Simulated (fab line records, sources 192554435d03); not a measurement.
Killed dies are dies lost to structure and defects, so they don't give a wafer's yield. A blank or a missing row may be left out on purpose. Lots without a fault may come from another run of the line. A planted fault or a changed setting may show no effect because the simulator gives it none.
fab line records | flow n5_finfet
record lots=7 wafers=19 last_day=18
route steps=1938 shown TV_OPEN@1890 PAD_METAL@1893 PASSIVATION@1897
lots that met no fault: from a run of the same line without faults
start_h: hours from the record's first day to the start of the lot's first wafer shown | wait_h: hours since the lot's step before | " the same as in the row above | L1.1+2: a row that stands for several wafers | - no value, or no start given | * or withheld: withheld | < > ~ a bound
route shown NAME@n: a module of which the file shows steps, and the number in the route of the first | usual: mean/standard deviation of fault-free wafers | same: alike in all rows | chamber/n: place in a boat | sites: the reading at each site | _std_site: their standard deviation | _edge_site: outer sites' mean less inner sites' | radius_mm: how far each site lies from the wafer's centre | mask NAME#n: copy n | behind: the tool/chamber that last shaped the wafer | hold: why the lot was held/for how many hours/how that ended | device: the transistor (n, p or np) that didn't switch | end of line: the same wafers' tests at the end of the route | a step without rows: its recipe alone | killed: dies lost to structure and defects at the first sort, not the wafer's yield | map: a wafer's dies, x killed, . not, _ none there
set.NAME: the setting as run; set.NAME@STEP: as run at that earlier step | model.NAME: the simulator's own value behind a step, which no gauge read
lots at some steps of the route; a table a step, a row a wafer
services: from which hour (start_h, from the record's first day; less than 0 if before it) a tool's chamber was out of use, for how many hours, and why
## steps
# step N5_PASSIVATION_ETCH_15
# recipe chemistry=CF4/N2 target=SiCN target_depth_a=750 taper_deg=2 time_s=81.2 ion_energy_ev=150 mask_material=SiNx pressure_mtorr=40 source_w=430 bias_w=70 Ar_flow_sccm=100 cf4_flow_sccm=60 n2_flow_sccm=60
# usual drypump_motor_current_A=5.8/0.54 oes_product_au=0.78/0.092 rf_fwd_power_W=428.0/1.4 rf_vpp_V=383.3/1.9 showerhead_plenum_p_Torr=2.24/0.077 throttle_valve_pct=15.44/0.23
# columns lot.wafer tool chamber start_h wait_h drypump_motor_current_A oes_product_au rf_fwd_power_W rf_hours_counter_h rf_vpp_V showerhead_plenum_p_Torr throttle_valve_pct
L463.1 rie_diel-06 3 - - 6.5 0.71 428.9 183 383.8 2.28 15.37
L463.5 " 0 " " 5.1 0.72 427.2 - 380.1 2.10 15.50
L463.6 " 1 " " 6.6 0.83 427.8 - 385.9 2.32 15.13
L467.2 rie_diel-06 1 - - 6.6 0.82 425.4 66 384.3 2.32 15.14
L467.4 " 3 " " 6.5 0.71 427.4 185 383.6 2.28 15.35
L467.5 " 1 " " 6.6 0.81 425.7 - 386.2 2.32 15.15
L470.4 rie_diel-06 0 - - 5.1 0.71 430.1 193 379.1 2.09 15.52
L470.5 " 2 " " 5.9 0.90 429.5 - 382.2 2.16 15.35
L472.3 rie_diel-05 2 - - 5.0 0.69 429.6 235 384.7 2.27 15.95
L472.5 " 3 " " 5.6 0.69 428.2 - 383.9 2.28 15.38
L482.1 rie_diel-06 1 - - 6.6 0.79 425.4 96 385.2 2.31 15.21
L482.3 " 2 " " 5.9 0.86 429.5 45 381.8 2.15 15.38
L482.5 " 3 " " 6.5 0.69 429.4 - 384.1 2.27 15.41
L481.3 rie_diel-06 3 - - 6.5 0.69 429.8 218 383.1 2.27 15.40
L481.4 " 1 " " 6.6 0.79 423.2 97 383.5 2.31 15.20
L481.6 " 2 " " 5.9 0.86 427.3 - 381.7 2.15 15.40
L486.2 rie_diel-02 3 - - 5.5 0.68 426.9 222 383.7 2.27 15.81
L486.3 " 2 " " 5.0 0.83 429.3 73 385.4 2.33 15.22
L486.6 " 2 " " 5.0 0.83 430.4 - 385.5 2.33 15.23
# step N5_PASSIVATION_STRIP_73
# recipe chemistry=post_etch_residue_remover time_s=60 temp_c=25 remover_ph=withheld remover_water_wt_pct=withheld remover_fluoride_wt_pct=withheld
# step N5_PASSIVATION_SRD_17
# recipe time_s=30 temp_c=23 rinse_liquid=diw dry=n2_spin spin_rpm=1500 dry_time_s=30
# step N5_PASSIVATION_DEGAS_18
# recipe ambient=vacuum temp_c=300 time_s=60
# usual heater_power_w=463/45
# columns lot.wafer tool chamber start_h wait_h heater_power_w
L463.1 pvd_sputter-03 - 268.38 0.3 494
L463.5 " - " " 488
L463.6 " - " " 528
L467.2 pvd_sputter-01 - 279.37 0.3 396
L467.4 " - " " 514
L467.5 " - " " 530
L470.4 pvd_sputter-01 - 307.91 1.3 396
L470.5 " - " " 423
L472.3 pvd_sputter-01 - 325.20 1.1 428
L472.5 " - " " 412
L482.1 pvd_sputter-02 - 382.32 0.2 470
L482.3 " - " " 432
L482.5 " - " " 520
L481.3 pvd_sputter-01 - 385.95 0.0 403
L481.4 " - " " 514
L481.6 " - " " 405
L486.2 pvd_sputter-01 - 430.82 0.0 411
L486.3 " - " " 469
L486.6 " - " " 401
# step N5_PASSIVATION_PRE_CLEAN_19
# recipe gas=H2/He time_s=* temp_c=*
# usual heater_power_w=463/47
# columns lot.wafer tool chamber start_h wait_h heater_power_w
L463.1 pvd_sputter-03 - 268.42 0.0 496
L463.5 " - " " 485
L463.6 " - " " 546
L467.2 pvd_sputter-01 - 279.41 0.0 396
L467.4 " - " " 511
L467.5 " - " " 529
L470.4 pvd_sputter-01 - 307.95 0.0 389
L470.5 " - " " 422
L472.3 pvd_sputter-01 - 325.24 0.0 415
L472.5 " - " " 417
L482.1 pvd_sputter-02 - 382.36 0.0 482
L482.3 " - " " 439
L482.5 " - " " 495
L481.3 pvd_sputter-01 - 385.99 0.0 412
L481.4 " - " " 521
L481.6 " - " " 396
L486.2 pvd_sputter-01 - 430.86 0.0 410
L486.3 " - " " 471
L486.6 " - " " 400
# step N5_PASSIVATION_SPUTTER_20
# recipe material=TaN target_thk_a=500 temp_c=25 chamber_pressure_pa=0.4
# usual throttle_valve_pct=30.3/1.2
# columns lot.wafer tool chamber start_h wait_h throttle_valve_pct
L463.1 pvd_sputter-03 - 268.46 0.0 29.9
L463.5 " - " " 29.8
L463.6 " - " " 28.2
L467.2 pvd_sputter-01 - 279.45 0.0 31.2
L467.4 " - " " 29.9
L467.5 " - " " 30.1
L470.4 pvd_sputter-01 - 307.99 0.0 31.4
L470.5 " - " " 29.1
L472.3 pvd_sputter-01 - 325.28 0.0 29.1
L472.5 " - " " 29.3
L482.1 pvd_sputter-02 - 382.40 0.0 27.8
L482.3 " - " " 31.3
L482.5 " - " " 29.8
L481.3 pvd_sputter-01 - 386.03 0.0 31.0
L481.4 " - " " 30.2
L481.6 " - " " 31.1
L486.2 pvd_sputter-01 - 430.90 0.0 31.1
L486.3 " - " " 31.3
L486.6 " - " " 31.2
# step N5_PASSIVATION_AL_DEP_21
# recipe material=Al target_thk_a=28000 temp_c=400 time_s=170 power_w=30000 chamber_pressure_pa=0.4 gas=Ar
# usual throttle_valve_pct=30.3/1.2
# columns lot.wafer tool chamber start_h wait_h throttle_valve_pct
L463.1 pvd_sputter-03 - 268.56 0.1 29.5
L463.5 " - " " 29.6
L463.6 " - " " 28.5
L467.2 pvd_sputter-01 - 279.55 0.1 31.0
L467.4 " - " " 29.9
L467.5 " - " " 30.0
L470.4 pvd_sputter-01 - 308.09 0.1 31.3
L470.5 " - " " 28.8
L472.3 pvd_sputter-01 - 325.38 0.1 29.0
L472.5 " - " " 29.0
L482.1 pvd_sputter-02 - 382.50 0.1 27.7
L482.3 " - " " 31.2
L482.5 " - " " 29.8
L481.3 pvd_sputter-01 - 386.13 0.1 31.3
L481.4 " - " " 29.8
L481.6 " - " " 31.1
L486.2 pvd_sputter-01 - 431.00 0.1 31.2
L486.3 " - " " 31.2
L486.6 " - " " 31.5
# step N5_PASSIVATION_HMDS_23
# recipe time_s=60 temp_c=120
# step N5_PASSIVATION_COAT_24
# recipe spin_rpm=3000 resist_thk_nm=withheld
# step N5_PASSIVATION_EBR_26
# recipe solvent=PGMEA ebr_width_mm=1.5
# step N5_PASSIVATION_SOFTBAKE_25
# recipe temp_c=100 time_s=90
# step N5_PASSIVATION_EXPOSE_27
# recipe mask_id=PAD na=0.55 source_shape=conventional sigma_outer=0.8 polarization=unpolarized defocus_nm=0 dose_mj=32.3
# step N5_PASSIVATION_PEB_28
# recipe peb_temp_c=withheld peb_time_s=*
# columns lot.wafer tool chamber start_h wait_h
L463.1+5+6 litho_track-04 0 268.91 0.1
L467.2+4+5 litho_track-01 0 280.03 0.0
L470.4+5 litho_track-01 0 308.56 0.0
L472.3+5 litho_track-01 0 325.86 0.0
L482.1+3+5 litho_track-04 0 382.98 0.1
L481.3+4+6 litho_track-01 0 386.48 0.0
L486.2+3+6 litho_track-01 0 431.38 0.0
# step N5_PASSIVATION_DEVELOP_29
# recipe develop_time_s=60 rinse_liquid=diw dry=air_spin dev_temp_c=21
# step N5_PASSIVATION_HARDBAKE_31
# recipe temp_c=130 time_s=120
# step N5_PASSIVATION_CD_MEAS_30
# recipe target_cd_nm=4000 landing_energy_ev=500 detector=se_inlens polarity=opening
# usual cd_nm=3998.8/1.8
# same landing_energy_ev=500
# columns lot.wafer tool chamber start_h wait_h cd_nm
L463.1 cd_sem-02 0 269.03 - 4000.1
L463.5 " 0 " " 4002.4
L463.6 " 0 " " 3999.7
L467.2 cd_sem-01 0 280.15 - 3998.0
L467.4 " 0 " " 3997.0
L467.5 " 0 " " 3981.2
L470.4 cd_sem-01 0 308.69 - 3995.2
L470.5 " 0 " " 3977.9
L472.3 cd_sem-02 0 325.98 - 3983.4
L472.5 " 0 " " 3985.3
L482.1 cd_sem-02 0 383.10 - 3999.1
L482.3 " 0 " " 4000.7
L482.5 " 0 " " 3998.7
L481.3 cd_sem-01 0 386.60 - 3998.0
L481.4 " 0 " " 3996.3
L481.6 " 0 " " 3999.8
L486.2 cd_sem-01 0 431.50 - 3998.2
L486.3 " 0 " " 3998.9
L486.6 " 0 " " 4000.1
# step N5_PASSIVATION_OVL_MEAS_63
# recipe points_per_wafer=44
# usual PAD_OVL=2/5.9
# columns lot.wafer tool chamber start_h wait_h PAD_OVL[nm]
L463.1 overlay-01 0 269.06 0.0 6
L463.5 " 0 " " 2
L463.6 " 0 " " -11
L467.2 overlay-01 0 280.18 0.0 -9
L467.4 " 0 " " -1
L467.5 " 0 " " -9
L470.4 overlay-02 0 308.71 0.0 0
L470.5 " 0 " " 7
L472.3 overlay-01 0 326.01 0.0 -5
L472.5 " 0 " " -7
L482.1 overlay-01 0 383.13 0.0 -6
L482.3 " 0 " " -10
L482.5 " 0 " " -12
L481.3 overlay-01 0 386.63 0.0 -7
L481.4 " 0 " " -1
L481.6 " 0 " " 3
L486.2 overlay-02 0 431.53 0.0 1
L486.3 " 0 " " 2
L486.6 " 0 " " 3
## services
# columns tool chamber start_h hours kind
litho_track-01 - 260.35 - consumable_replace:filter
litho_track-04 - 269.98 - consumable_replace:filter
rie_diel-06 2 290.72 8.7 repair
rie_diel-05 0 302.92 10.6 repair
rie_diel-06 1 313.56 3.6 repair
rie_diel-06 - 324.61 2.8 pm
rie_diel-02 2 330.09 1.6 repair
rie_diel-06 0 339.69 7.4 repair
rie_diel-05 2 353.39 15.3 repair
pvd_sputter-03 - 355.26 3.1 repair
litho_track-01 - 366.31 - consumable_replace:filter
rie_diel-05 2 377.23 - clean
rie_diel-05 2 377.23 - consumable_replace:focus_ring
rie_diel-05 2 377.23 21.7 scheduled_down
rie_diel-05 2 377.23 21.7 vent_cycle
rie_diel-05 - 381.65 2.8 pm
rie_diel-06 2 385.88 2.4 repair
rie_diel-05 - 392.36 1.5 repair
pvd_sputter-02 - 402.50 33.0 repair
rie_diel-02 3 408.01 3.1 repair
rie_diel-05 0 415.03 5.7 repair
rie_diel-02 - 429.18 0.3 repair
## key
first_sign step=N5_PASSIVATION_CD_MEAS_30 reading=cd_nm direction=down sigmas=9.1 usual=3998.8 struck=3981.9
effect none on later readings
met_at N5_PASSIVATION_PEB_28
struck_wafers L467.5,L470.5,L472.3,L472.5
fault kind=process_parameter_drift tool=litho_track-01 chamber=- onset_h=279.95 steps=N5_PASSIVATION_PEB_28 channel=peb_time_s offset=* shape=step end_h=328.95 scope=struck_wafers_only acts_in=* stated=*
